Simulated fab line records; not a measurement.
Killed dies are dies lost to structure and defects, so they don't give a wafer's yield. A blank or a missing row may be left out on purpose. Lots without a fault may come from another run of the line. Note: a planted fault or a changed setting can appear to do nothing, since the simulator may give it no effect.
Split-lot experiment :: flow n5_finfet :: 7 lots, 39 wafers read, on a route of 1938 steps

ON THE SPLIT
At N5_ZERO_LAYER_DEVELOP_10 (develop time 60 s), the setting develop_time_s was moved away from the recipe's 60 s on 18 of the 39 wafers read, by -59.7% to +20.9%. All remaining wafers had this setting at the recipe value.

FROM THE SPLIT ON TO THE READING: in between, the file shows 1 step
- N5_ZERO_LAYER_HARDBAKE_23: time 120 s

THE READING
cd_nm (nm) at N5_ZERO_LAYER_CD_MEAS_11, where the cd target is 2000 nm. Typical for fault-free wafers on this fab line: 1999.9 nm, with standard deviation 2.1 nm.

wafer: L075.1
tool, chamber at the split: litho_track-03, 0
develop_time_s as run, s: 60
against the recipe: recipe
cd_nm, nm: 2003.7
against lot-mates on the recipe: -

wafer: L075.2
tool, chamber at the split: litho_track-03, 0
develop_time_s as run, s: 28.49
against the recipe: -52.5%
cd_nm, nm: 1984.2
against lot-mates on the recipe: -18.9

wafer: L075.3
tool, chamber at the split: litho_track-03, 0
develop_time_s as run, s: 60
against the recipe: recipe
cd_nm, nm: 2002.3
against lot-mates on the recipe: -

wafer: L075.4
tool, chamber at the split: litho_track-03, 0
develop_time_s as run, s: 28.49
against the recipe: -52.5%
cd_nm, nm: 1987.7
against lot-mates on the recipe: -15.4

wafer: L075.5
tool, chamber at the split: litho_track-03, 0
develop_time_s as run, s: 60
against the recipe: recipe
cd_nm, nm: 2003.2
against lot-mates on the recipe: -

wafer: L075.6
tool, chamber at the split: litho_track-03, 0
develop_time_s as run, s: 28.49
against the recipe: -52.5%
cd_nm, nm: 1986.1
against lot-mates on the recipe: -17.0

wafer: L079.1
tool, chamber at the split: litho_track-03, 0
develop_time_s as run, s: 47.31
against the recipe: -21.1%
cd_nm, nm: 1996.4
against lot-mates on the recipe: -2.2

wafer: L079.2
tool, chamber at the split: litho_track-03, 0
develop_time_s as run, s: 60
against the recipe: recipe
cd_nm, nm: 1999.6
against lot-mates on the recipe: -

wafer: L079.3
tool, chamber at the split: litho_track-03, 0
develop_time_s as run, s: 47.31
against the recipe: -21.1%
cd_nm, nm: 1994.2
against lot-mates on the recipe: -4.4

wafer: L079.4
tool, chamber at the split: litho_track-03, 0
develop_time_s as run, s: 60
against the recipe: recipe
cd_nm, nm: 1997.5
against lot-mates on the recipe: -

wafer: L079.5
tool, chamber at the split: litho_track-03, 0
develop_time_s as run, s: 60
against the recipe: recipe
cd_nm, nm: 1998.6
against lot-mates on the recipe: -

wafer: L079.6
tool, chamber at the split: litho_track-03, 0
develop_time_s as run, s: 47.31
against the recipe: -21.1%
cd_nm, nm: 1995.0
against lot-mates on the recipe: -3.6

wafer: L082.1
tool, chamber at the split: litho_track-05, 0
develop_time_s as run, s: 60
against the recipe: recipe
cd_nm, nm: 1999.0
against lot-mates on the recipe: -

wafer: L082.2
tool, chamber at the split: litho_track-05, 0
develop_time_s as run, s: 72.57
against the recipe: +20.9%
cd_nm, nm: 2005.1
against lot-mates on the recipe: +5.4

wafer: L082.3
tool, chamber at the split: litho_track-05, 0
develop_time_s as run, s: 72.57
against the recipe: +20.9%
cd_nm, nm: 2004.1
against lot-mates on the recipe: +4.4

wafer: L082.4
tool, chamber at the split: litho_track-05, 0
develop_time_s as run, s: 60
against the recipe: recipe
cd_nm, nm: 2000.8
against lot-mates on the recipe: -

wafer: L082.5
tool, chamber at the split: litho_track-05, 0
develop_time_s as run, s: 72.57
against the recipe: +20.9%
cd_nm, nm: 2001.9
against lot-mates on the recipe: +2.2

wafer: L082.6
tool, chamber at the split: litho_track-05, 0
develop_time_s as run, s: 60
against the recipe: recipe
cd_nm, nm: 1999.4
against lot-mates on the recipe: -

wafer: L088.1
tool, chamber at the split: litho_track-05, 0
develop_time_s as run, s: 60
against the recipe: recipe
cd_nm, nm: 2001.4
against lot-mates on the recipe: -

wafer: L088.2
tool, chamber at the split: litho_track-05, 0
develop_time_s as run, s: 60
against the recipe: recipe
cd_nm, nm: 2000.1
against lot-mates on the recipe: -

wafer: L088.3
tool, chamber at the split: litho_track-05, 0
develop_time_s as run, s: 45.9
against the recipe: -23.5%
cd_nm, nm: 1990.8
against lot-mates on the recipe: -9.0

wafer: L088.4
tool, chamber at the split: litho_track-05, 0
develop_time_s as run, s: 60
against the recipe: recipe
cd_nm, nm: 1997.8
against lot-mates on the recipe: -

wafer: L088.5
tool, chamber at the split: litho_track-05, 0
develop_time_s as run, s: 45.9
against the recipe: -23.5%
cd_nm, nm: 1992.1
against lot-mates on the recipe: -7.7

wafer: L088.6
tool, chamber at the split: litho_track-05, 0
develop_time_s as run, s: 45.9
against the recipe: -23.5%
cd_nm, nm: 1994.1
against lot-mates on the recipe: -5.7

wafer: L092.1
tool, chamber at the split: litho_track-03, 0
develop_time_s as run, s: 43.65
against the recipe: -27.3%
cd_nm, nm: 1990.8
against lot-mates on the recipe: -11.0

wafer: L092.2
tool, chamber at the split: litho_track-03, 0
develop_time_s as run, s: 60
against the recipe: recipe
cd_nm, nm: 2002.0
against lot-mates on the recipe: -

wafer: L092.3
tool, chamber at the split: litho_track-03, 0
develop_time_s as run, s: 43.65
against the recipe: -27.3%
cd_nm, nm: 1993.5
against lot-mates on the recipe: -8.3

wafer: L092.4
tool, chamber at the split: litho_track-03, 0
develop_time_s as run, s: 43.65
against the recipe: -27.3%
cd_nm, nm: 1993.3
against lot-mates on the recipe: -8.5

wafer: L092.5
tool, chamber at the split: litho_track-03, 0
develop_time_s as run, s: 60
against the recipe: recipe
cd_nm, nm: 2001.2
against lot-mates on the recipe: -

wafer: L092.6
tool, chamber at the split: litho_track-03, 0
develop_time_s as run, s: 60
against the recipe: recipe
cd_nm, nm: 2002.3
against lot-mates on the recipe: -

wafer: L093.1
tool, chamber at the split: litho_track-03, 0
develop_time_s as run, s: 60
against the recipe: recipe
cd_nm, nm: 1999.3
against lot-mates on the recipe: -

wafer: L093.3
tool, chamber at the split: litho_track-03, 0
develop_time_s as run, s: 60
against the recipe: recipe
cd_nm, nm: 2000.1
against lot-mates on the recipe: -

wafer: L093.6
tool, chamber at the split: litho_track-03, 0
develop_time_s as run, s: 60
against the recipe: recipe
cd_nm, nm: 1997.4
against lot-mates on the recipe: -

wafer: L094.1
tool, chamber at the split: litho_track-02, 0
develop_time_s as run, s: 60
against the recipe: recipe
cd_nm, nm: 1996.9
against lot-mates on the recipe: -

wafer: L094.2
tool, chamber at the split: litho_track-02, 0
develop_time_s as run, s: 24.18
against the recipe: -59.7%
cd_nm, nm: 1983.3
against lot-mates on the recipe: -14.0

wafer: L094.3
tool, chamber at the split: litho_track-02, 0
develop_time_s as run, s: 60
against the recipe: recipe
cd_nm, nm: 1998.2
against lot-mates on the recipe: -

wafer: L094.4
tool, chamber at the split: litho_track-02, 0
develop_time_s as run, s: 24.18
against the recipe: -59.7%
cd_nm, nm: 1977.2
against lot-mates on the recipe: -20.1

wafer: L094.5
tool, chamber at the split: litho_track-02, 0
develop_time_s as run, s: 24.18
against the recipe: -59.7%
cd_nm, nm: 1980.5
against lot-mates on the recipe: -16.8

wafer: L094.6
tool, chamber at the split: litho_track-02, 0
develop_time_s as run, s: 60
against the recipe: recipe
cd_nm, nm: 1996.7
against lot-mates on the recipe: -

FIT RESULTS
A straight line over all 39 wafers: cd_nm changes by +0.284 nm for each +1% of develop_time_s; r = +0.95; the points scatter about the line by 2.2 nm.
The same after taking each lot's own level away (the mean of its wafers on the recipe; 39 wafers): +0.288 nm for each +1%; r = +0.97; scatter 1.7 nm.
On that fit, the largest move of develop_time_s shifts the reading by 17 nm.
The lots' own levels span 1997.27 to 2003.07 nm, that is 2.8 times the standard deviation above.
Consequently the slope shifts little with the lot-to-lot level, the two slopes agreeing.
Check: for one of the wafers moved furthest among these (-59.7%), held out of the fit, the line's prediction against its lot-mates is -18 nm. Against them it came out at -14 nm.

THE WHOLE CHAIN: every reading that the file lists as answering this split, in the file's order
step: N5_ZERO_LAYER_CD_MEAS_11
what it does: target cd 2000 nm
reading: cd_nm
change (the file's fit): +0.293 nm for each +1% of the setting
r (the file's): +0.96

step: N5_ZERO_LAYER_DESCUM_16
what it does: chemistry O2, time 7.9 s
reading: ZERO_LAYER.cd_nm (the simulator's own value, which no gauge read)
change (the file's fit): +0.291 nm for each +1% of the setting
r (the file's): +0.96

THE FILE'S OWN FIT
cd_nm changes by +0.293 nm for each +1% of develop_time_s, r = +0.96.
